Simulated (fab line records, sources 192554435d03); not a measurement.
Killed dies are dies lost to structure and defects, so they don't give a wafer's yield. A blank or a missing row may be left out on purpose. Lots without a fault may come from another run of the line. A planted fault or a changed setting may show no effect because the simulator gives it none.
fab line records | flow n5_finfet
record lots=23 wafers=69 last_day=20
route steps=1938 shown PMOS_HMC_CHANNEL_EPI@69 FIN_SAQP@101
lots that met no fault: from a run of the same line without faults
start_h: hours from the record's first day to the start of the lot's first wafer shown | wait_h: hours since the lot's step before | " the same as in the row above | L1.1+2: a row that stands for several wafers | - no value, or no start given | * or withheld: withheld | < > ~ a bound
route shown NAME@n: a module of which the file shows steps, and the number in the route of the first | usual: mean/standard deviation of fault-free wafers | same: alike in all rows | chamber/n: place in a boat | sites: the reading at each site | _std_site: their standard deviation | _edge_site: outer sites' mean less inner sites' | radius_mm: how far each site lies from the wafer's centre | mask NAME#n: copy n | behind: the tool/chamber that last shaped the wafer | hold: why the lot was held/for how many hours/how that ended | device: the transistor (n, p or np) that didn't switch | end of line: the same wafers' tests at the end of the route | a step without rows: its recipe alone | killed: dies lost to structure and defects at the first sort, not the wafer's yield | map: a wafer's dies, x killed, . not, _ none there
set.NAME: the setting as run; set.NAME@STEP: as run at that earlier step | model.NAME: the simulator's own value behind a step, which no gauge read
steps of the route over a sample of lots; a table a step, a row a wafer
services: from which hour (start_h, from the record's first day; less than 0 if before it) a tool's chamber was out of use, for how many hours, and why
## steps
# step N5_PMOS_HMC_CHANNEL_EPI_ETCH_32
# recipe chemistry=N2/H2 target=BARC stop_on=SiO2 target_depth_a=858 over_etch_frac=0.3 time_s=50.3 ion_energy_ev=200 mask_material=CAR-ArF-block pressure_mtorr=30 source_w=840 bias_w=150 n2_flow_sccm=200 h2_flow_sccm=200
# usual drypump_motor_current_A=5.3/0.45 oes_product_au=0.66/0.043 rf_vpp_V=525.9/2.2 showerhead_plenum_p_Torr=2.62/0.074 throttle_valve_pct=17.89/0.26
# same over_etch_frac=0.3
# columns lot.wafer tool chamber start_h wait_h drypump_motor_current_A oes_product_au rf_hours_counter_h rf_vpp_V showerhead_plenum_p_Torr throttle_valve_pct
L074.2 rie_diel-01 2 17.49 0.0 5.0 0.69 103 524.8 2.56 17.88
L074.3 " 0 " " 5.5 0.68 100 528.6 2.67 17.63
L074.5 " 3 " " 4.7 0.67 - 526.6 2.67 17.62
L075.1 rie_diel-04 1 23.84 0.0 6.1 0.61 185 521.0 2.43 17.81
L075.5 " 3 " " 5.7 0.70 - 525.1 2.56 17.67
L075.6 " 1 " " 6.1 0.61 - 520.6 2.43 17.84
L076.2 rie_diel-02 0 29.03 0.0 5.1 0.63 152 527.3 2.66 17.95
L076.3 " 1 " " 5.0 0.68 104 526.1 2.67 17.61
L076.5 " 0 " " 5.0 0.63 - 526.8 2.66 17.96
L077.4 rie_diel-01 0 35.40 0.0 5.5 0.67 106 526.5 2.67 17.63
L077.5 " 0 " " 5.5 0.68 - 526.1 2.67 17.63
L077.6 " 1 " " 5.8 0.63 - 525.4 2.64 18.18
L078.1 rie_diel-04 2 41.26 0.0 5.5 0.64 148 523.1 2.54 17.92
L078.2 " 1 " " 6.1 0.61 191 520.9 2.42 17.83
L078.6 " 2 " " 5.5 0.65 - 522.8 2.54 17.91
L079.3 rie_diel-02 2 47.74 0.0 4.8 0.76 35 527.0 2.70 18.32
L079.5 " 0 " " 5.1 0.63 - 527.2 2.65 17.97
L079.6 " 1 " " 5.1 0.68 - 526.7 2.67 17.63
L080.3 rie_diel-04 2 53.29 0.0 5.5 0.65 151 523.5 2.54 17.91
L080.4 " 1 " " 6.1 0.61 194 519.8 2.42 17.84
L080.6 " 0 " " 6.1 0.61 - 525.6 2.63 18.18
L081.2 rie_diel-02 0 59.66 0.0 5.1 0.62 162 526.8 2.65 17.99
L081.5 " 3 " " 5.5 0.74 - 527.4 2.70 17.54
L081.6 " 0 " " 5.1 0.62 - 526.0 2.65 17.98
L082.2 rie_diel-02 2 65.95 0.0 4.8 0.76 40 529.2 2.70 18.33
L082.4 " 3 " " 5.5 0.74 48 526.6 2.70 17.54
L082.5 " 0 " " 5.1 0.61 - 526.9 2.65 17.98
L083.2 rie_diel-02 3 71.62 0.0 5.5 0.73 50 527.1 2.70 17.53
L083.5 " 3 " " 5.5 0.73 - 527.9 2.70 17.53
L083.6 " 0 " " 5.0 0.61 - 527.5 2.65 17.97
L084.1 rie_diel-01 3 77.58 0.0 4.7 0.66 137 526.8 2.66 17.65
L084.3 " 0 " " 5.5 0.67 119 528.8 2.66 17.66
L084.4 " 1 " " 5.8 0.62 198 525.4 2.63 18.21
L085.1 rie_diel-01 1 83.32 0.0 5.8 0.62 199 525.5 2.63 18.23
L085.2 " 3 " " 4.7 0.65 139 526.1 2.66 17.66
L085.5 " 1 " " 5.8 0.62 - 526.0 2.63 18.21
L087.2 rie_diel-02 2 95.37 0.0 4.8 0.75 49 528.3 2.70 18.34
L087.5 " 2 " " 4.8 0.74 - 528.2 2.70 18.33
L087.6 " 1 " " 5.0 0.66 - 526.7 2.66 17.64
L088.1 rie_diel-04 1 100.97 0.0 6.1 0.59 209 521.3 2.42 17.86
L088.2 " 3 " " 5.7 0.67 114 524.8 2.55 17.68
L088.4 " 0 " " 6.1 0.61 223 526.6 2.62 18.19
L089.1 rie_diel-02 1 107.82 0.0 5.1 0.66 127 529.6 2.66 17.65
L089.2 " 2 " " 4.8 0.74 53 528.9 2.70 18.34
L089.6 " 0 " " 5.0 0.61 - 526.5 2.65 18.01
L090.2 rie_diel-01 1 114.00 0.0 5.8 0.63 210 525.7 2.63 18.23
L090.4 " 3 " " 4.7 0.65 - 528.0 2.65 17.67
L090.6 " 2 " " 5.0 0.66 - 522.1 2.55 17.95
L091.2 rie_diel-04 1 120.00 0.0 6.1 0.59 215 520.4 2.41 17.87
L091.4 " 3 " " 5.6 0.67 119 524.4 2.55 17.71
L091.6 " 1 " " 6.1 0.59 - 519.9 2.41 17.89
L092.3 rie_diel-01 1 125.24 0.0 5.7 0.62 216 527.9 2.62 18.24
L092.4 " 0 " " 5.5 0.65 129 527.3 2.66 17.67
L092.5 " 1 " " 5.8 0.62 - 527.6 2.62 18.26
L093.1 rie_diel-02 2 131.81 0.0 4.8 0.74 59 527.3 2.69 18.36
L093.2 " 0 " " 5.1 0.61 181 525.0 2.64 18.00
L093.5 " 1 " " 5.1 0.66 - 526.9 2.66 17.67
L094.2 rie_diel-01 1 137.80 0.0 5.8 0.61 219 525.7 2.62 18.25
L094.3 " 2 " " 4.9 0.66 142 525.3 2.55 17.97
L094.5 " 1 " " 5.8 0.61 - 527.2 2.62 18.25
L095.1 rie_diel-04 0 143.34 0.0 6.1 0.60 235 525.8 2.62 18.23
L095.4 " 1 " " 6.1 0.60 223 521.3 2.41 17.89
L095.5 " 3 " " 5.7 0.66 - 524.5 2.55 17.72
L096.1 rie_diel-01 2 149.23 0.0 5.0 0.65 145 522.1 2.54 17.95
L096.4 " 1 " " 5.8 0.61 223 525.6 2.62 18.27
L096.6 " 1 " " 5.8 0.61 - 526.8 2.62 18.24
L097.1 rie_diel-02 3 155.57 0.0 5.5 0.70 75 526.5 2.69 17.57
L097.4 " 1 " " 5.1 0.65 142 526.7 2.66 17.67
L097.6 " 2 " " 4.8 0.72 - 528.6 2.69 18.37
# step N5_PMOS_HMC_CHANNEL_EPI_HM_OPEN_15
# recipe chemistry=CHF3/O2 target=SiO2 mask_material=CAR-ArF-block target_depth_a=406 CHF3_flow_sccm=50 O2_flow_sccm=5 Ar_flow_sccm=200 time_s=20.3 pressure_mtorr=30 source_w=650 bias_w=170 ion_energy_ev=200
# usual O2_flow_sccm=4.999/0.015 drypump_motor_current_A=5.3/0.45 oes_product_au=0.77/0.055 rf_vpp_V=526/4.9 showerhead_plenum_p_Torr=2.48/0.066 throttle_valve_pct=18.89/0.23
# columns lot.wafer tool chamber start_h wait_h O2_flow_sccm drypump_motor_current_A oes_product_au rf_hours_counter_h rf_vpp_V showerhead_plenum_p_Torr throttle_valve_pct
L074.2 rie_diel-01 2 17.53 0.0 4.976 5.0 0.81 103 516 2.42 18.93
L074.3 " 0 " " 4.975 5.5 0.80 100 528 2.52 18.59
L074.5 " 3 " " 4.999 4.6 0.78 - 525 2.52 18.69
L075.1 rie_diel-04 1 23.89 0.0 5.009 6.1 0.71 185 521 2.31 18.88
L075.5 " 3 " " 5.012 5.6 0.81 - 523 2.43 18.66
L075.6 " 1 " " 4.981 6.1 0.71 - 521 2.30 18.92
L076.2 rie_diel-02 0 29.08 0.0 4.993 5.0 0.72 152 530 2.50 18.94
L076.3 " 1 " " 4.993 5.1 0.79 104 522 2.53 18.60
L076.5 " 0 " " 4.998 5.0 0.72 - 530 2.50 18.94
L077.4 rie_diel-01 0 35.44 0.0 4.980 5.5 0.79 106 529 2.52 18.59
L077.5 " 0 " " 4.972 5.5 0.79 - 528 2.52 18.58
L077.6 " 1 " " 5.016 5.8 0.73 - 531 2.50 19.13
L078.1 rie_diel-04 2 41.30 0.0 5.005 5.5 0.75 148 530 2.41 18.94
L078.2 " 1 " " 4.990 6.1 0.72 191 520 2.30 18.92
L078.6 " 2 " " 4.989 5.5 0.76 - 527 2.41 18.94
L079.3 rie_diel-02 2 47.78 0.0 4.993 4.9 0.90 35 525 2.56 19.24
L079.5 " 0 " " 4.990 5.1 0.72 - 531 2.50 18.97
L079.6 " 1 " " 4.994 5.0 0.79 - 521 2.53 18.64
L080.3 rie_diel-04 2 53.33 0.0 5.018 5.5 0.75 151 526 2.41 18.94
L080.4 " 1 " " 5.014 6.1 0.71 194 520 2.30 18.92
L080.6 " 0 " " 4.997 6.1 0.71 - 535 2.48 19.15
L081.2 rie_diel-02 0 59.71 0.0 5.007 5.1 0.72 162 530 2.50 18.97
L081.5 " 3 " " 4.976 5.5 0.87 - 529 2.55 18.58
L081.6 " 0 " " 5.022 5.1 0.72 - 530 2.50 18.98
L082.2 rie_diel-02 2 65.99 0.0 5.000 4.8 0.89 40 524 2.55 19.26
L082.4 " 3 " " 4.971 5.5 0.85 48 529 2.55 18.59
L082.5 " 0 " " 4.987 5.1 0.71 - 531 2.50 18.96
L083.2 rie_diel-02 3 71.66 0.0 5.008 5.5 0.85 50 527 2.55 18.60
L083.5 " 3 " " 5.012 5.5 0.85 - 528 2.55 18.59
L083.6 " 0 " " 5.002 5.0 0.71 - 530 2.50 18.97
L084.1 rie_diel-01 3 77.62 0.0 4.995 4.6 0.77 137 525 2.51 18.70
L084.3 " 0 " " 5.006 5.5 0.78 119 529 2.51 18.63
L084.4 " 1 " " 4.989 5.8 0.72 198 529 2.49 19.12
L085.1 rie_diel-01 1 83.36 0.0 5.001 5.7 0.72 199 530 2.49 19.13
L085.2 " 3 " " 4.998 4.6 0.77 139 525 2.51 18.72
L085.5 " 1 " " 4.978 5.7 0.72 - 529 2.49 19.14
L087.2 rie_diel-02 2 95.41 0.0 4.998 4.8 0.88 49 527 2.55 19.26
L087.5 " 2 " " 4.994 4.8 0.88 - 525 2.55 19.26
L087.6 " 1 " " 4.998 5.0 0.78 - 521 2.53 18.64
L088.1 rie_diel-04 1 101.01 0.0 5.035 6.1 0.69 209 519 2.30 18.96
L088.2 " 3 " " 4.994 5.6 0.79 114 520 2.42 18.71
L088.4 " 0 " " 4.988 6.1 0.71 223 534 2.48 19.17
L089.1 rie_diel-02 1 107.86 0.0 5.014 5.1 0.78 127 520 2.52 18.66
L089.2 " 2 " " 4.974 4.8 0.87 53 526 2.55 19.28
L089.6 " 0 " " 4.978 5.1 0.70 - 532 2.49 19.00
L090.2 rie_diel-01 1 114.04 0.0 5.011 5.8 0.72 210 530 2.49 19.19
L090.4 " 3 " " 5.020 4.6 0.76 - 526 2.51 18.73
L090.6 " 2 " " 4.984 4.9 0.78 - 518 2.41 18.97
L091.2 rie_diel-04 1 120.04 0.0 4.999 6.1 0.69 215 519 2.29 18.96
L091.4 " 3 " " 5.022 5.6 0.79 119 520 2.42 18.70
L091.6 " 1 " " 4.996 6.1 0.69 - 519 2.29 18.97
L092.3 rie_diel-01 1 125.28 0.0 5.004 5.8 0.71 216 531 2.48 19.16
L092.4 " 0 " " 5.006 5.5 0.77 129 528 2.51 18.62
L092.5 " 1 " " 5.001 5.8 0.71 - 531 2.48 19.16
L093.1 rie_diel-02 2 131.85 0.0 5.020 4.8 0.86 59 524 2.55 19.30
L093.2 " 0 " " 4.970 5.1 0.69 181 529 2.49 18.99
L093.5 " 1 " " 5.005 5.1 0.77 - 521 2.52 18.66
L094.2 rie_diel-01 1 137.84 0.0 5.016 5.8 0.71 219 529 2.48 19.18
L094.3 " 2 " " 4.994 4.9 0.77 142 516 2.41 18.98
L094.5 " 1 " " 4.999 5.7 0.70 - 529 2.48 19.17
L095.1 rie_diel-04 0 143.39 0.0 4.996 6.1 0.70 235 535 2.47 19.19
L095.4 " 1 " " 4.966 6.1 0.68 223 521 2.29 18.97
L095.5 " 3 " " 5.007 5.6 0.78 - 520 2.42 18.71
L096.1 rie_diel-01 2 149.27 0.0 5.007 5.0 0.76 145 517 2.41 18.98
L096.4 " 1 " " 4.987 5.8 0.71 223 530 2.48 19.19
L096.6 " 1 " " 5.006 5.8 0.70 - 530 2.48 19.19
L097.1 rie_diel-02 3 155.61 0.0 5.017 5.5 0.81 75 527 2.54 18.63
L097.4 " 1 " " 5.004 5.1 0.76 142 521 2.52 18.67
L097.6 " 2 " " 4.992 4.8 0.85 - 525 2.54 19.29
# step N5_PMOS_HMC_CHANNEL_EPI_THK_MEAS_22
# recipe reads=SiGe30_of_PMOS_HMC_CHANNEL_EPI_EPI_20
# usual HMC_CMP_THK=54.1/0.6
# columns lot.wafer tool chamber start_h wait_h HMC_CMP_THK[nm]
L074.2 film_metro-01 - 20.11 - 53.7
L074.3 " - " " 54.5
L074.5 " - " " 53.8
L075.1 film_metro-01 - 26.47 - 53.7
L075.5 " - " " 53.5
L075.6 " - " " 53.8
L076.2 film_metro-02 - 31.25 - 53.9
L076.3 " - " " 54.0
L076.5 " - " " 53.5
L077.4 film_metro-01 - 37.66 - 53.5
L077.5 " - " " 54.4
L077.6 " - " " 53.4
L078.1 film_metro-02 - 43.48 - 53.6
L078.2 " - " " 54.3
L078.6 " - " " 54.2
L079.3 film_metro-01 - 49.96 - 54.1
L079.5 " - " " 54.0
L079.6 " - " " 54.5
L080.3 film_metro-01 - 55.91 - 53.9
L080.4 " - " " 54.4
L080.6 " - " " 54.2
L081.2 film_metro-02 - 61.89 - 54.9
L081.5 " - " " 54.2
L081.6 " - " " 55.5
L082.2 film_metro-02 - 68.22 - 55.4
L082.4 " - " " 55.0
L082.5 " - " " 53.8
L083.2 film_metro-01 - 73.89 - 54.3
L083.5 " - " " 54.3
L083.6 " - " " 53.3
L084.1 film_metro-02 - 79.81 - 54.9
L084.3 " - " " 54.9
L084.4 " - " " 54.0
L085.1 film_metro-01 - 85.60 - 53.9
L085.2 " - " " 53.7
L085.5 " - " " 54.0
L087.2 film_metro-01 - 98.01 - 53.4
L087.5 " - " " 54.2
L087.6 " - " " 52.9
L088.1 film_metro-01 - 103.69 - 54.0
L088.2 " - " " 53.6
L088.4 " - " " 54.7
L089.1 film_metro-01 - 110.45 - 54.3
L089.2 " - " " 54.3
L089.6 " - " " 54.8
L090.2 film_metro-01 - 116.64 - 54.5
L090.4 " - " " 54.2
L090.6 " - " " 54.1
L091.2 film_metro-02 - 122.62 - 54.0
L091.4 " - " " 54.7
L091.6 " - " " 54.9
L092.3 film_metro-01 - 127.88 - 53.9
L092.4 " - " " 53.7
L092.5 " - " " 53.7
L093.1 film_metro-01 - 134.03 - 53.4
L093.2 " - " " 54.7
L093.5 " - " " 54.7
L094.2 film_metro-01 - 140.02 - 54.3
L094.3 " - " " 53.9
L094.5 " - " " 54.7
L095.1 film_metro-02 - 145.58 - 53.8
L095.4 " - " " 53.4
L095.5 " - " " 53.9
L096.1 film_metro-01 - 151.46 - 53.5
L096.4 " - " " 53.5
L096.6 " - " " 53.4
L097.1 film_metro-02 - 157.79 - 53.7
L097.4 " - " " 53.3
L097.6 " - " " 53.3
# step N5_FIN_SAQP_THK_MEAS_07
# usual thk_nm=59.7/0.77
# columns lot.wafer tool chamber start_h wait_h thk_nm
L074.2 film_metro-01 - 21.48 0.1 59.4
L074.3 " - " " 59.1
L074.5 " - " " 59.8
L075.1 film_metro-01 - 27.90 0.1 58.4
L075.5 " - " " 59.6
L075.6 " - " " 59.8
L076.2 film_metro-01 - 33.04 0.1 59.3
L076.3 " - " " 59.6
L076.5 " - " " 60.2
L077.4 film_metro-01 - 38.97 0.0 59.2
L077.5 " - " " 59.9
L077.6 " - " " 59.4
L078.1 film_metro-02 - 44.81 0.1 58.3
L078.2 " - " " 58.4
L078.6 " - " " 59.8
L079.3 film_metro-02 - 51.72 0.1 60.0
L079.5 " - " " 60.3
L079.6 " - " " 60.1
L080.3 film_metro-01 - 57.33 0.1 60.2
L080.4 " - " " 59.5
L080.6 " - " " 60.6
L081.2 film_metro-02 - 63.39 0.1 59.1
L081.5 " - " " 60.8
L081.6 " - " " 59.6
L082.2 film_metro-01 - 69.77 0.1 58.8
L082.4 " - " " 60.4
L082.5 " - " " 60.8
L083.2 film_metro-01 - 75.27 0.1 59.1
L083.5 " - " " 60.3
L083.6 " - " " 59.9
L084.1 film_metro-01 - 81.30 0.1 59.4
L084.3 " - " " 60.1
L084.4 " - " " 60.9
L085.1 film_metro-02 - 87.21 0.1 57.7
L085.2 " - " " 58.5
L085.5 " - " " 59.4
L087.2 film_metro-01 - 99.68 0.1 60.0
L087.5 " - " " 61.2
L087.6 " - " " 60.9
L088.1 film_metro-02 - 105.03 0.1 60.4
L088.2 " - " " 59.8
L088.4 " - " " 61.4
L089.1 film_metro-01 - 111.91 0.1 58.1
L089.2 " - " " 58.4
L089.6 " - " " 59.4
L090.2 film_metro-02 - 118.07 0.1 58.9
L090.4 " - " " 59.6
L090.6 " - " " 59.8
L091.2 film_metro-02 - 124.05 0.1 58.2
L091.4 " - " " 59.8
L091.6 " - " " 59.5
L092.3 film_metro-01 - 130.37 0.1 59.4
L092.4 " - " " 59.9
L092.5 " - " " 59.6
L093.1 film_metro-02 - 135.44 0.1 59.3
L093.2 " - " " 59.2
L093.5 " - " " 59.2
L094.2 film_metro-02 - 141.34 0.1 58.9
L094.3 " - " " 60.1
L094.5 " - " " 59.6
L095.1 film_metro-01 - 147.29 0.1 59.5
L095.4 " - " " 60.2
L095.5 " - " " 61.0
L096.1 film_metro-01 - 153.03 0.1 59.6
L096.4 " - " " 60.7
L096.6 " - " " 59.7
L097.1 film_metro-01 - 159.10 0.1 58.9
L097.4 " - " " 60.3
L097.6 " - " " 59.5
# step N5_FIN_SAQP_ETCH_52
# recipe chemistry=N2/H2 target=SOC target_depth_a=1000 overetch_a=200 mask_material=SiARC temp_c=40 time_s=150 ion_energy_ev=200 pressure_mtorr=30 source_w=840 bias_w=150 n2_flow_sccm=200 h2_flow_sccm=200 ends=end_point
# usual drypump_motor_current_A=5.51/0.24 oes_product_au=0.70/0.056 rf_vpp_V=524.1/2.2 showerhead_plenum_p_Torr=2.55/0.077 throttle_valve_pct=17.78/0.23
# columns lot.wafer tool chamber start_h wait_h drypump_motor_current_A oes_product_au rf_hours_counter_h rf_vpp_V showerhead_plenum_p_Torr throttle_valve_pct
L074.2 rie_diel-03 2 22.27 0.0 5.63 0.72 90 518.8 2.36 17.73
L074.3 " 0 " " 5.46 0.70 104 524.2 2.57 17.64
L074.5 " 0 " " 5.45 0.70 - 523.7 2.57 17.66
L075.1 rie_diel-06 0 28.78 0.0 5.55 0.70 129 519.5 2.44 17.87
L075.5 " 0 " " 5.56 0.70 - 521.1 2.44 17.89
L075.6 " 3 " " 5.31 0.76 - 523.6 2.58 17.89
L076.2 rie_diel-03 2 33.67 0.0 5.61 0.71 94 518.8 2.36 17.72
L076.3 " 1 " " 5.43 0.60 251 524.8 2.60 17.82
L076.5 " 0 " " 5.47 0.70 - 523.3 2.57 17.66
L077.4 rie_diel-05 3 39.55 0.0 5.61 0.61 237 525.8 2.61 17.96
L077.5 " 1 " " 5.55 0.65 - 525.2 2.63 18.09
L077.6 " 2 " " 5.94 0.69 - 525.2 2.54 17.57
L078.1 rie_diel-03 0 45.51 0.0 5.45 0.69 115 524.3 2.56 17.67
L078.2 " 2 " " 5.61 0.71 98 519.1 2.36 17.73
L078.6 " 2 " " 5.60 0.71 - 519.8 2.36 17.74
L079.3 rie_diel-05 1 52.29 0.0 5.53 0.64 209 525.1 2.63 18.09
L079.5 " 0 " " 5.12 0.70 - 527.9 2.66 18.02
L079.6 " 3 " " 5.61 0.60 - 524.4 2.61 17.95
L080.3 rie_diel-06 0 58.70 0.0 5.52 0.69 139 521.5 2.43 17.88
L080.4 " 2 " " 5.25 0.67 148 525.4 2.54 17.53
L080.6 " 3 " " 5.33 0.75 - 524.5 2.58 17.92
L081.2 rie_diel-05 2 64.06 0.0 5.93 0.68 155 524.7 2.54 17.57
L081.5 " 2 " " 5.90 0.68 - 522.7 2.54 17.57
L081.6 " 1 " " 5.56 0.64 - 526.4 2.62 18.09
L082.2 rie_diel-03 3 70.31 0.0 5.28 0.83 11 525.0 2.60 17.91
L082.4 " 2 " " 5.61 0.69 106 518.4 2.35 17.76
L082.5 " 0 " " 5.44 0.69 - 522.9 2.56 17.67
L083.2 rie_diel-06 3 75.95 0.0 5.30 0.74 90 526.0 2.57 17.93
L083.5 " 2 " " 5.26 0.67 - 525.6 2.54 17.56
L083.6 " 3 " " 5.29 0.74 - 524.4 2.57 17.91
L084.1 rie_diel-05 0 81.97 0.0 5.12 0.70 131 528.7 2.65 18.03
L084.3 " 2 " " 5.94 0.68 162 524.5 2.54 17.60
L084.4 " 2 " " 5.94 0.68 - 523.9 2.54 17.57
L085.1 rie_diel-05 1 87.88 0.0 5.54 0.63 224 526.6 2.62 18.12
L085.2 " 0 " " 5.13 0.70 135 526.4 2.65 18.05
L085.5 " 2 " " 5.92 0.68 - 523.8 2.54 17.60
L087.2 rie_diel-06 0 100.36 0.0 5.54 0.68 152 521.5 2.43 17.91
L087.5 " 2 " " 5.28 0.67 - 525.2 2.54 17.58
L087.6 " 1 " " 5.86 0.74 - 525.0 2.58 17.43
L088.1 rie_diel-06 0 105.70 0.0 5.56 0.69 154 521.9 2.43 17.93
L088.2 " 3 " " 5.34 0.73 100 524.2 2.57 17.94
L088.4 " 1 " " 5.86 0.74 63 524.4 2.58 17.45
L089.1 rie_diel-06 3 112.76 0.0 5.38 0.73 102 525.3 2.57 17.95
L089.2 " 0 " " 5.55 0.69 157 521.4 2.43 17.93
L089.6 " 3 " " 5.33 0.73 - 523.8 2.57 17.95
L090.2 rie_diel-03 2 118.88 0.0 5.61 0.69 124 519.8 2.35 17.76
L090.4 " 0 " " 5.46 0.67 145 523.7 2.55 17.70
L090.6 " 3 " " 5.30 0.80 - 526.5 2.59 17.93
L091.2 rie_diel-06 0 124.61 0.0 5.52 0.69 162 521.0 2.42 17.94
L091.4 " 1 " " 5.87 0.74 66 524.1 2.58 17.45
L091.6 " 2 " " 5.30 0.66 - 524.5 2.53 17.59
L092.3 rie_diel-05 2 131.28 0.0 5.90 0.67 180 523.9 2.53 17.61
L092.4 " 3 " " 5.61 0.85 13 524.8 2.60 17.60
L092.5 " 3 " " 5.60 0.84 - 525.5 2.60 17.59
L093.1 rie_diel-05 1 135.99 0.0 5.56 0.63 240 524.4 2.61 18.15
L093.2 " 0 " " 5.14 0.68 150 527.7 2.65 18.07
L093.5 " 2 " " 5.92 0.67 - 522.6 2.53 17.63
L094.2 rie_diel-06 0 142.01 0.0 5.56 0.67 168 521.2 2.42 17.96
L094.3 " 3 " " 5.34 0.73 114 523.7 2.56 17.96
L094.5 " 0 " " 5.52 0.67 - 521.6 2.42 17.92
L095.1 rie_diel-06 2 148.20 0.0 5.29 0.65 182 525.4 2.53 17.62
L095.4 " 1 " " 5.89 0.72 76 524.1 2.57 17.45
L095.5 " 1 " " 5.87 0.72 - 522.3 2.57 17.47
L096.1 rie_diel-06 1 153.70 0.0 5.88 0.72 77 524.7 2.57 17.48
L096.4 " 0 " " 5.54 0.67 172 519.7 2.42 17.95
L096.6 " 0 " " 5.50 0.68 - 520.1 2.42 17.95
L097.1 rie_diel-06 1 159.77 0.0 5.87 0.73 79 524.4 2.57 17.47
L097.4 " 3 " " 5.36 0.72 120 525.5 2.56 17.96
L097.6 " 1 " " 5.85 0.71 - 523.8 2.57 17.46
# step N5_FIN_SAQP_MANDREL_ETCH_58
# recipe chemistry=HBr/Cl2 target=a-Si target_depth_a=450 bt_time_s=10 stop_on=SiNx mask_material=SiO2 over_etch_frac=0.8 time_s=27 pressure_mtorr=10 icp_w=800 bias_w=75 HBr_flow_sccm=150 Cl2_flow_sccm=80 ends=end_point
# usual drypump_motor_current_A=5.9/0.35 oes_product_au=0.693/0.0084 throttle_valve_pct=35.55/0.25
# same over_etch_frac=0.8
# columns lot.wafer tool chamber start_h wait_h drypump_motor_current_A oes_product_au rf_hours_counter_h throttle_valve_pct
L074.2 rie_si-06 1 24.85 0.0 5.8 0.690 16 35.71
L074.3 " 3 " " 5.1 0.687 74 35.59
L074.5 " 1 " " 5.9 0.688 - 35.72
L075.1 rie_si-06 1 31.91 0.0 5.8 0.683 16 35.72
L075.5 " 0 " " 6.5 0.705 - 35.06
L075.6 " 1 " " 5.8 0.701 - 35.69
L076.2 rie_si-06 3 35.82 0.0 5.1 0.694 74 35.56
L076.3 " 1 " " 5.8 0.684 16 35.73
L076.5 " 0 " " 6.5 0.712 - 35.06
L077.4 rie_si-03 2 41.91 0.0 6.1 0.704 38 35.72
L077.5 " 0 " " 5.9 0.695 - 35.29
L077.6 " 3 " " 5.4 0.682 - 35.56
L078.1 rie_si-03 0 48.04 0.0 5.9 0.694 119 35.30
L078.2 " 2 " " 6.2 0.688 38 35.75
L078.6 " 1 " " 6.1 0.693 - 35.82
L079.3 rie_si-03 0 54.75 0.0 5.9 0.678 119 35.31
L079.5 " 1 " " 6.1 0.691 - 35.83
L079.6 " 0 " " 5.9 0.689 - 35.30
L080.3 rie_si-03 1 61.23 0.0 6.1 0.700 21 35.83
L080.4 " 3 " " 5.4 0.689 97 35.56
L080.6 " 3 " " 5.4 0.692 - 35.55
L081.2 rie_si-06 3 67.75 0.0 5.1 0.691 75 35.58
L081.5 " 3 " " 5.1 0.697 - 35.58
L081.6 " 0 " " 6.5 0.701 - 35.08
L082.2 rie_si-03 2 72.44 0.0 6.2 0.683 38 35.71
L082.4 " 3 " " 5.4 0.695 97 35.55
L082.5 " 0 " " 5.9 0.684 - 35.31
L083.2 rie_si-06 2 79.92 0.0 6.1 0.706 130 35.62
L083.5 " 2 " " 6.1 0.693 - 35.63
L083.6 " 1 " " 5.8 0.701 - 35.70
L084.1 rie_si-03 2 84.87 0.0 6.1 0.681 38 35.73
L084.3 " 0 " " 5.9 0.676 120 35.30
L084.4 " 3 " " 5.4 0.682 98 35.55
L085.1 rie_si-03 2 90.18 0.0 6.2 0.688 39 35.73
L085.2 " 1 " " 6.1 0.698 21 35.84
L085.5 " 2 " " 6.1 0.690 - 35.73
L087.2 rie_si-01 2 102.61 0.0 5.5 0.698 9 35.86
L087.5 " 0 " " 5.5 0.695 - 35.16
L087.6 " 1 " " 5.5 0.698 - 35.24
L088.1 rie_si-03 0 107.81 0.0 5.9 0.683 120 35.32
L088.2 " 2 " " 6.2 0.679 39 35.77
L088.4 " 1 " " 6.1 0.688 21 35.86
L089.1 rie_si-03 2 115.27 0.0 6.2 0.676 39 35.74
L089.2 " 3 " " 5.4 0.682 98 35.56
L089.6 " 1 " " 6.1 0.703 - 35.82
L090.2 rie_si-06 2 121.97 0.0 6.0 0.695 131 35.63
L090.4 " 3 " " 5.1 0.706 76 35.56
L090.6 " 1 " " 5.8 0.703 - 35.68
L091.2 rie_si-01 0 126.97 0.0 5.5 0.686 169 35.14
L091.4 " 2 " " 5.5 0.707 9 35.83
L091.6 " 0 " " 5.5 0.698 - 35.14
L092.3 rie_si-03 0 133.56 0.0 5.9 0.683 121 35.32
L092.4 " 2 " " 6.2 0.693 39 35.72
L092.5 " 1 " " 6.1 0.693 - 35.85
L093.1 rie_si-03 1 138.72 0.0 6.1 0.698 22 35.87
L093.2 " 3 " " 5.4 0.686 99 35.57
L093.5 " 0 " " 5.9 0.680 - 35.31
L094.2 rie_si-03 0 144.40 0.0 5.9 0.677 121 35.28
L094.3 " 2 " " 6.2 0.683 40 35.76
L094.5 " 2 " " 6.2 0.694 - 35.74
L095.1 rie_si-01 1 150.56 0.0 5.5 0.693 4 35.27
L095.4 " 0 " " 5.5 0.694 169 35.16
L095.5 " 1 " " 5.4 0.699 - 35.24
L096.1 rie_si-03 3 155.81 0.0 5.4 0.685 99 35.57
L096.4 " 0 " " 5.9 0.683 121 35.31
L096.6 " 2 " " 6.1 0.695 - 35.73
L097.1 rie_si-03 1 161.89 0.0 6.1 0.687 23 35.83
L097.4 " 2 " " 6.2 0.683 40 35.74
L097.6 " 1 " " 6.1 0.708 - 35.84
## services
# columns tool chamber start_h hours kind
rie_diel-01 1 2.73 6.3 repair
rie_diel-05 1 5.36 16.8 repair
rie_si-01 3 5.45 46.2 repair
rie_diel-03 1 7.60 22.4 repair
rie_diel-04 1 8.23 5.3 repair
rie_diel-02 - 9.99 15.6 pm
rie_diel-06 - 13.12 2.8 pm
rie_diel-04 0 15.45 16.7 repair
rie_diel-05 - 20.76 2.8 pm
rie_si-01 1 22.86 4.7 repair
rie_diel-05 - 24.93 0.3 repair
rie_diel-03 2 30.72 2.5 repair
rie_si-06 0 36.93 2.3 repair
rie_diel-04 3 40.64 4.0 repair
rie_si-01 - 40.80 0.2 repair
rie_diel-03 2 52.97 7.7 repair
rie_si-01 1 57.50 3.5 repair
rie_diel-04 3 87.56 2.5 repair
rie_si-03 3 89.36 2.0 repair
rie_si-03 - 95.23 0.8 repair
rie_diel-02 0 100.91 6.0 repair
rie_si-03 - 110.33 0.7 repair
rie_diel-06 1 110.57 8.0 repair
rie_diel-02 2 137.47 6.3 repair
## key
fault none
